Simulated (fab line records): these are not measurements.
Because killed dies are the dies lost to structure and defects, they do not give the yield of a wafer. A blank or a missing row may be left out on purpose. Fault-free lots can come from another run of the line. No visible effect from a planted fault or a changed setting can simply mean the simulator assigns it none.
fab line records	flow nand_harc
record lots=13	wafers=38	last_day=24
route steps=1159 shown A_SGD_CUT@772 A_WL_FILL@811 END@1159
lots with no fault: from the same line, run without faults
start_h: hours from the record's opening day to when the first of the lot's shown wafers began	wait_h: how many hours have passed since the lot's step before this one	" unchanged from the row above	L1.1+2: a row that stands for several wafers	- no value, or no start given	* or withheld: withheld	< > ~ a bound
route shown NAME@n: NAME is a module with steps in the file, n the number in the route of the first one	usual: average and standard deviation across the fault-free wafers	same: alike in all rows	chamber/n: place in a boat	sites: readings site by site	_std_site: the standard deviation of these	_edge_site: the outer-site mean with the inner-site mean subtracted	radius_mm: for every site, how far away it sits from the centre of the wafer	mask NAME#n: copy n	behind: the most recent tool/chamber to have shaped the wafer	hold: why the lot went on hold/how many hours it stayed there/how the hold came to an end	device: the n, p or np transistor that did not switch	end of line: at the end of the route, the tests of the same wafers	where a step has no rows: the recipe by itself	killed: dies lost to structure and defects at the first sort, not the wafer's yield	map: per-die view of a wafer (x killed, . not killed, _ where there is no die)
set.NAME: the setting as run; set.NAME@STEP: as run at that earlier step	model.NAME: the simulator's own value behind a step, which no gauge read
one table for each step of the route and one row for each wafer, over a sample of lots
services: a tool's chamber out of use, with start hour (start_h, from the record's first day; less than 0 if before it), hours out, and reason
## steps
# step NHARC_A_SGD_CUT_CMP_21
# recipe target_thk_nm=148.19
# usual motor_current_A=12.7/1.3	time_to_endpoint_s=50.5/2.4
lot.wafer	tool	chamber	start_h	wait_h	motor_current_A	time_to_endpoint_s
L809.2	cmp-04	0	321.84	0.4	15.1	50.7
L809.6	"	0	"	"	15.2	54.8
L809.5	"	1	"	"	14.7	49.2
L807.3	cmp-02	2	321.87	0.4	11.3	50.7
L807.2	"	0	"	"	11.9	49.6
L807.6	"	2	"	"	11.3	50.8
L811.4	cmp-02	3	339.02	0.4	11.9	51.6
L811.3	"	2	"	"	11.5	51.4
L811.5	"	3	"	"	12.9	55.0
L812.3	cmp-01	1	339.02	0.4	12.3	50.6
L812.2	"	0	"	"	12.7	46.9
L812.6	"	2	"	"	12.5	47.7
L814.1	cmp-04	1	354.21	0.4	14.5	50.7
L814.2	"	3	"	"	11.5	49.0
L814.6	"	1	"	"	14.4	47.2
L816.3	cmp-02	3	364.16	0.4	12.8	50.1
L816.2	"	0	"	"	12.7	48.9
L816.4	"	1	"	"	12.6	49.6
L819.3	cmp-04	1	389.81	0.4	15.0	49.4
L819.2	"	2	"	"	11.0	52.0
L819.5	"	3	"	"	11.7	53.1
L818.1	cmp-02	3	389.81	0.4	13.1	49.0
L818.6	"	1	"	"	13.1	48.5
L818.5	"	2	"	"	11.3	51.1
L821.4	cmp-02	2	406.52	0.4	11.7	52.5
L821.2	"	0	"	"	11.6	54.4
L821.5	"	2	"	"	11.9	55.8
L824.3	cmp-02	0	412.39	0.4	11.2	54.1
L824.1	"	1	"	"	12.7	53.0
L828.3	cmp-01	2	430.25	0.4	12.1	47.7
L828.5	"	1	"	"	12.8	51.0
L828.6	"	2	"	"	12.1	46.1
L829.1	cmp-04	2	430.30	0.4	10.8	50.2
L829.2	"	0	"	"	15.0	52.1
L829.3	"	1	"	"	15.0	52.2
L830.2	cmp-04	1	460.34	0.4	15.1	54.9
L830.3	"	3	"	"	11.7	50.8
L830.5	"	2	"	"	12.3	54.9
# step NHARC_A_WL_FILL_ALD_02
# recipe target_thk_a=20	pulse_time_s=3	ald_cycles=100	temp_c=450	material=TiN
# usual heater_power_w=1083/130	precursor_pulse_height_rel=0.999/0.019
lot.wafer	tool	chamber	start_h	wait_h	heater_power_w	precursor_pulse_height_rel
L809.2	ald_metal-02	3	338.80	0.3	1041	1.029
L809.6	"	2	"	"	1134	1.005
L809.5	"	3	"	"	1072	1.008
L807.2	ald_metal-03	2	341.52	0.2	1316	0.974
L807.3	"	1	"	"	1076	1.025
L807.6	"	3	"	"	853	1.031
L812.2	ald_metal-03	3	354.58	0.2	831	0.967
L812.3	"	0	"	"	1106	0.990
L812.6	"	3	"	"	861	0.996
L811.3	ald_metal-02	0	354.60	0.2	1186	0.963
L811.4	"	1	"	"	1089	0.982
L811.5	"	3	"	"	1017	1.026
L814.1	ald_metal-03	1	373.42	0.2	1079	0.999
L814.2	"	2	"	"	1289	0.999
L814.6	"	1	"	"	1098	1.026
L816.2	ald_metal-03	0	383.46	0.2	1100	0.990
L816.4	"	1	"	"	1091	1.001
L816.3	"	3	"	"	852	1.011
L818.1	ald_metal-01	1	410.95	0.2	1014	0.967
L818.6	"	1	"	"	1010	0.992
L818.5	"	2	"	"	1032	0.976
L819.2	ald_metal-03	1	414.55	0.3	1090	0.995
L819.3	"	2	"	"	1321	0.990
L819.5	"	1	"	"	1072	0.989
L821.2	ald_metal-02	1	427.16	0.3	1028	1.011
L821.4	"	3	"	"	1101	0.988
L821.5	"	0	"	"	1126	1.019
L824.3	ald_metal-03	1	427.98	0.1	1114	1.010
L824.1	"	0	"	"	1104	1.005
L828.3	ald_metal-02	3	445.98	0.2	1101	0.981
L828.6	"	0	"	"	1118	0.965
L828.5	"	1	"	"	1013	1.000
L829.1	ald_metal-03	1	446.21	0.2	1092	0.986
L829.2	"	2	"	"	1285	0.963
L829.3	"	0	"	"	1083	1.042
L830.3	ald_metal-01	0	479.39	0.2	886	1.011
L830.2	"	2	"	"	1018	1.005
L830.5	"	3	"	"	1171	1.021
# step NHARC_A_WL_FILL_ETCHBACK_04
# recipe target_depth_a=600	time_s=120	chemistry=NF3
# usual drypump_motor_current_A=5.90/0.18	oes_product_au=0.999/0.0078	run_length_s=141.3/0.45
lot.wafer	tool	chamber	start_h	wait_h	drypump_motor_current_A	oes_product_au	rf_hours_counter_h	run_length_s
L809.2	rie_metal-01	1	342.66	2.9	6.06	1.000	0.0	141.3
L809.5	"	0	"	"	5.75	0.996	-	140.3
L809.6	"	1	"	"	6.03	1.009	-	141.8
L807.2	rie_metal-02	1	346.96	2.8	5.68	1.001	2.8	141.4
L807.3	"	0	"	"	5.93	1.000	-	141.3
L807.6	"	0	"	"	5.95	0.993	-	141.3
L812.2	rie_metal-02	0	358.33	2.4	5.94	1.015	4.5	141.6
L812.3	"	0	"	"	5.94	1.011	-	141.4
L812.6	"	0	"	"	5.93	1.005	-	141.5
L811.3	rie_metal-03	0	358.37	1.5	6.18	1.001	-	142.1
L811.4	"	1	"	"	6.09	0.999	-	141.5
L811.5	"	0	"	"	6.19	0.990	-	141.7
L814.1	rie_metal-01	0	377.11	2.8	5.77	0.991	0.9	140.5
L814.2	"	1	"	"	6.05	1.010	0.9	141.3
L814.6	"	0	"	"	5.77	0.993	-	140.4
L816.2	rie_metal-01	0	393.29	2.4	5.75	1.002	1.4	140.2
L816.4	"	0	"	"	5.72	1.002	-	140.2
L816.3	"	1	"	"	6.03	1.002	-	141.1
L818.1	rie_metal-01	1	417.31	2.9	6.05	0.995	1.9	141.3
L818.5	"	1	"	"	6.05	0.998	-	141.6
L818.6	"	1	"	"	6.04	0.996	-	141.5
L819.2	rie_metal-01	0	420.16	2.9	5.75	0.980	2.0	141.0
L819.3	"	1	"	"	6.03	1.006	-	141.3
L819.5	"	0	"	"	5.71	0.986	-	140.8
L821.2	rie_metal-01	1	430.94	2.9	6.05	0.987	2.5	141.1
L821.4	"	1	"	"	6.05	0.997	-	133.6
L821.5	"	0	"	"	5.75	0.979	-	140.7
L824.1	rie_metal-01	0	433.80	2.4	5.78	0.995	2.5	140.9
L824.3	"	1	"	"	6.06	1.003	-	134.0
L828.3	rie_metal-01	1	449.88	1.5	6.05	1.002	-	134.2
L828.6	"	1	"	"	6.05	0.992	-	141.7
L828.5	"	0	"	"	5.76	0.998	-	140.6
L829.2	rie_metal-02	0	452.62	2.4	5.94	1.002	2.6	141.4
L829.1	"	1	"	"	5.63	0.992	1.7	141.2
L829.3	"	0	"	"	5.94	0.999	-	141.9
L830.2	rie_metal-02	1	483.11	2.9	5.63	1.009	2.3	141.1
L830.3	"	0	"	"	5.93	1.008	-	141.7
L830.5	"	1	"	"	5.63	1.013	-	141.3
# step NHARC_A_WL_FILL_ETCHBACK_17
# recipe target_depth_a=40	time_s=26.7	chemistry=Cl2/BCl3
# usual drypump_motor_current_A=5.96/0.19	oes_product_au=0.999/0.0072	run_length_s=47.9/0.47
lot.wafer	tool	chamber	start_h	wait_h	drypump_motor_current_A	oes_product_au	rf_hours_counter_h	run_length_s
L809.2	rie_metal-03	0	353.12	-	6.22	1.003	1.8	48.4
L809.6	"	1	"	"	6.09	0.990	-	47.9
L809.5	"	0	"	"	6.22	0.993	-	48.7
L807.2	rie_metal-01	0	357.68	-	5.75	1.004	0.5	47.2
L807.3	"	1	"	"	6.05	1.007	-	48.0
L807.6	"	0	"	"	5.74	0.994	-	46.9
L811.4	rie_metal-01	0	368.72	-	5.75	0.991	-	47.2
L811.3	"	1	"	"	6.03	1.006	-	47.9
L811.5	"	0	"	"	5.73	0.990	-	47.3
L812.2	rie_metal-03	1	368.73	-	6.09	1.001	2.5	48.0
L812.3	"	1	"	"	6.07	0.992	-	47.9
L812.6	"	0	"	"	6.21	1.005	-	48.3
L814.1	rie_metal-02	0	387.60	-	5.93	1.003	5.4	48.1
L814.2	"	1	"	"	5.63	1.003	4.4	48.3
L814.6	"	0	"	"	5.94	1.002	-	48.0
L816.2	rie_metal-03	1	404.03	-	6.09	0.998	3.5	47.7
L816.4	"	0	"	"	6.19	0.992	-	48.8
L816.3	"	1	"	"	6.09	0.989	-	48.0
L819.2	rie_metal-02	0	428.12	-	5.93	1.003	1.1	47.9
L819.3	"	0	"	"	5.93	1.000	-	48.0
L819.5	"	1	"	"	5.64	1.010	-	47.9
L818.1	rie_metal-03	1	428.14	-	6.09	1.005	4.0	47.6
L818.5	"	1	"	"	6.09	0.997	-	47.6
L818.6	"	1	"	"	6.11	0.992	-	47.6
L824.1	rie_metal-03	1	444.08	-	6.08	1.007	5.2	47.6
L824.3	"	0	"	"	6.19	0.990	-	48.3
L821.2	rie_metal-03	1	446.95	-	6.07	1.004	5.3	47.7
L821.4	"	0	"	"	6.20	0.995	-	48.4
L821.5	"	1	"	"	6.06	0.990	-	47.6
L829.1	rie_metal-02	0	460.35	-	5.94	1.015	2.9	48.1
L829.2	"	1	"	"	5.62	1.004	2.0	47.8
L829.3	"	1	"	"	5.65	1.006	-	48.3
L828.3	rie_metal-03	1	462.74	-	6.06	1.010	-	47.6
L828.5	"	0	"	"	6.21	0.989	-	48.5
L828.6	"	1	"	"	6.08	1.008	-	47.9
L830.2	rie_metal-02	0	495.00	-	5.93	0.997	3.6	47.9
L830.3	"	0	"	"	5.95	1.009	-	48.2
L830.5	"	0	"	"	5.94	0.998	-	48.1
# step NHARC_END_SORT_01
# recipe temp_c=25
# usual killed_at_array=24/7.4	killed_at_other=0.5/0.81	killed_at_periphery=3.4/2.3	killed_dies=28/8	killed_open=3.4/1.8	killed_short=2.0/1.4
# same gross_dies=677
lot.wafer	tool	chamber	start_h	wait_h	killed_at_array	killed_at_other	killed_at_periphery	killed_dies	killed_open	killed_short
L807.2	prober-01	0	450.78	2.8	19	2	3	24	5	0
L807.3	prober-01	0	451.57	3.1	10	4	5	19	8	2
L807.6	prober-01	0	453.93	3.9	20	2	0	22	5	2
L819.2	prober-02	0	517.92	2.8	17	1	5	23	2	1
L819.3	prober-02	0	518.70	3.1	15	0	9	24	5	1
L819.5	prober-02	0	520.26	3.6	20	2	3	25	5	4
L824.1	prober-01	0	538.29	2.5	30	2	5	37	5	5
L824.3	prober-01	0	539.88	3.1	22	0	5	27	6	0
# killed by level:class
L807.2 A_CONTACT:chamber_film_flake=4 A_SLIT:chamber_film_flake=3 A_ZERO_WELL:chamber_film_flake=2 A_CHANNEL_HOLE_D1:chamber_film_flake=2 A_WL_FILL:chamber_film_flake=2 A_BLC:chamber_film_flake=2 THIN_TSV:chamber_film_flake=2 P_STI:geometric_particle:open=1
L807.3 THIN_TSV:chamber_film_flake=4 P_M1:geometric_particle:open=2 A_BLC:geometric_particle:open=2 A_CHANNEL_HOLE_D1:chamber_film_flake=2 A_BLC:chamber_film_flake=2 P_GATE:geometric_particle:open=1 P_GATE:geometric_particle:short=1 A_ONON_D1:geometric_particle:open=1
L807.6 A_CHANNEL_HOLE_D1:chamber_film_flake=6 A_CONTACT:geometric_particle:open=2 A_ZERO_WELL:chamber_film_flake=2 A_WL_FILL:chamber_film_flake=2 A_CONTACT:chamber_film_flake=2 THIN_TSV:chamber_film_flake=2 A_ONON_D1:geometric_particle:open=1 A_ONON_D1:geometric_particle:short=1
L819.2 A_WL_FILL:chamber_film_flake=5 P_ZERO_WELL:chamber_film_flake=4 A_CHANNEL_HOLE_D1:chamber_film_flake=4 A_STAIRCASE:chamber_film_flake=2 A_CONTACT:chamber_film_flake=2 A_ONON_D1:geometric_particle:open=1 A_WL_FILL:geometric_particle:short=1 A_BLC:geometric_particle:open=1
L819.3 P_ZERO_WELL:chamber_film_flake=5 A_CHANNEL_HOLE_D1:chamber_film_flake=5 A_WL_FILL:chamber_film_flake=3 P_M1:chamber_film_flake=2 A_STAIRCASE:chamber_film_flake=2 P_CONTACT:geometric_particle:open=1 A_ONON_D1:geometric_particle:open=1 A_CHANNEL_FILL_D1:geometric_particle:open=1
L819.5 A_CHANNEL_HOLE_D1:chamber_film_flake=4 A_STAIRCASE:chamber_film_flake=4 A_CONTACT:geometric_particle:open=3 P_ZERO_WELL:chamber_film_flake=3 A_WL_FILL:chamber_film_flake=3 A_STAIRCASE:geometric_particle:short=1 A_SGD_CUT:geometric_particle:short=1 A_SLIT:geometric_particle:open=1
L824.1 A_CHANNEL_HOLE_D1:chamber_film_flake=17 A_CONTACT:chamber_film_flake=4 P_GATE:geometric_particle:open=2 A_ONON_D1:geometric_particle:short=2 P_ZERO_WELL:chamber_film_flake=2 A_CHANNEL_HOLE_D1:geometric_particle:open=1 A_CHANNEL_FILL_D1:geometric_particle:short=1 A_STAIRCASE:geometric_particle:open=1
L824.3 A_CHANNEL_HOLE_D1:chamber_film_flake=10 A_CONTACT:chamber_film_flake=3 P_ZERO_WELL:chamber_film_flake=2 A_CHANNEL_FILL_D1:chamber_film_flake=2 A_STAIRCASE:chamber_film_flake=2 P_STI:geometric_particle:open=1 P_GATE:geometric_particle:open=1 A_CHANNEL_FILL_D1:geometric_particle:open=1
## services
tool	chamber	start_h	hours	kind
cmp-04	-	301.08	4.0	pm
rie_metal-03	-	304.07	0.9	repair
ald_metal-02	0	313.50	26.9	repair
rie_metal-02	1	318.63	9.0	repair
ald_metal-03	-	322.00	10.0	pm
cmp-02	-	324.97	4.0	pm
rie_metal-01	-	332.00	9.0	pm
ald_metal-01	1	337.58	19.1	repair
cmp-04	-	341.01	1.4	repair
cmp-02	-	346.14	1.1	repair
cmp-04	-	349.15	1.0	repair
ald_metal-02	-	364.00	10.0	pm
cmp-04	-	373.42	2.4	repair
rie_metal-02	-	388.00	9.0	pm
ald_metal-03	0	389.25	2.4	repair
cmp-04	-	399.08	4.0	pm
ald_metal-02	2	401.70	26.7	repair
rie_metal-02	1	404.98	17.1	repair
rie_metal-01	0	412.54	4.8	repair
rie_metal-03	0	414.92	17.5	repair
cmp-02	-	422.97	4.0	pm
rie_metal-03	-	453.00	9.0	pm
ald_metal-03	2	466.64	7.7	repair
cmp-02	-	495.07	2.7	repair
## key
first_sign step=NHARC_A_WL_FILL_ETCHBACK_04	reading=run_length_s	direction=down	sigmas=16	usual=*	struck=*
effect none on later readings
met_at NHARC_A_WL_FILL_ETCHBACK_04
struck_lots L821,L824,L828
struck_wafers L821.4,L824.3,L828.3
tester_left_out L821,L824,L828
not_acting_at NHARC_A_SGD_CUT_CMP_21,NHARC_A_WL_FILL_ALD_02,NHARC_A_WL_FILL_ETCHBACK_17
onset_between 420.16 430.94
fault kind=process_parameter_drift	tool=rie_metal-01	chamber=-	onset_h=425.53	steps=NHARC_A_WL_FILL_ETCHBACK_04	channel=time_s	offset=*	shape=step	end_h=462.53	scope=struck_wafers_only	acts_in=*	stated=*
# tester_left_out: of these lots the tester's yield and bins aren't shown, on N5 and GAA mostly nor the transistor test; their killed dies are dies lost to structure and defects alone, not to doping, threshold or leakage, so they don't give the yield
